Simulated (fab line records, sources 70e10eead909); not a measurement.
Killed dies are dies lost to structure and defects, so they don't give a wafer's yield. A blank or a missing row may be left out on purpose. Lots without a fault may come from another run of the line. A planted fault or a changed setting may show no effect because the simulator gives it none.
Chamber matching | flow nand_harc | NHARC_A_M0_DESCUM_14 on rie_diel-05: 4 sister chambers
The step chemistry O2, time 3 s. 16 wafers are shown with their chamber, then 8 later ones without.

WAFERS WITH THEIR CHAMBER
wafer  | chamber | showerhead_plenum_p_Torr (Torr) | drypump_motor_current_A (A) | throttle_valve_pct (%)
L329.1 | 2       | 1.98                            | 5.6                         | 11.318
L329.3 | 1       | 1.89                            | 6.0                         | 11.311
L329.4 | 0       | 1.90                            | 6.0                         | 11.319
L330.2 | 1       | 1.89                            | 5.9                         | 11.320
L330.3 | 0       | 1.90                            | 6.0                         | 11.320
L330.4 | 3       | 1.78                            | 5.5                         | 11.305
L337.1 | 3       | 1.78                            | 5.5                         | 11.318
L337.4 | 0       | 1.90                            | 6.0                         | 11.323
L337.5 | 0       | 1.90                            | 6.0                         | 11.316
L335.3 | 2       | 1.98                            | 5.6                         | 11.299
L335.4 | 0       | 1.90                            | 6.0                         | 11.318
L335.5 | 2       | 1.98                            | 5.6                         | 11.304
L341.2 | 1       | 1.88                            | 6.0                         | 11.326
L341.3 | 3       | 1.78                            | 5.4                         | 11.326
L341.6 | 3       | 1.78                            | 5.5                         | 11.313
L343.3 | 2       | 1.98                            | 5.6                         | 11.302

SIGNATURES (means of the wafers above)
reading                  | chamber 0 | chamber 1 | chamber 2 | chamber 3 | scatter within a chamber
showerhead_plenum_p_Torr | 1.9000    | 1.8867    | 1.9800    | 1.7800    | 0.00236
drypump_motor_current_A  | 6.000     | 5.967     | 5.600     | 5.475     | 0.0344
throttle_valve_pct       | 11.31920  | 11.31900  | 11.30575  | 11.31550  | 0.00699
Rule: a wafer's distance from a chamber is the root of the sum, over the readings, of the square of ((its reading less the chamber's mean) divided by the reading's scatter). The wafer belongs to the nearest chamber; if the next one is less than 2 further off, it can't be placed. The scatter: the root of (the sum of the squares of (reading less its chamber's mean) over the shown wafers, divided by (wafers less chambers)).

WAFERS WITHOUT THEIR CHAMBER
wafer  | showerhead_plenum_p_Torr (Torr) | drypump_motor_current_A (A) | throttle_valve_pct (%)
L343.5 | 1.78                            | 5.5                         | 11.302
L343.6 | 1.90                            | 6.0                         | 11.314
L342.3 | 1.88                            | 6.0                         | 11.306
L342.4 | 1.89                            | 6.0                         | 11.303
L342.6 | 1.88                            | 6.0                         | 11.314
L351.2 | 1.98                            | 5.6                         | 11.326
L351.3 | 1.88                            | 6.0                         | 11.315
L351.4 | 1.77                            | 5.5                         | 11.332

WHICH CHAMBER EACH WENT THROUGH
wafer  | from the rows above     | in truth
L343.5 | 3                       | 3
L343.6 | 0                       | 0
L342.3 | 1                       | 1
L342.4 | can't be placed: 1 or 0 | 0
L342.6 | 1                       | 1
L351.2 | 2                       | 2
L351.3 | 1                       | 1
L351.4 | 3                       | 3
Placed correctly: 7 of 8. Can't be placed from these rows: 1 (the true chamber is among the candidates in 1). Placed wrongly: 0.
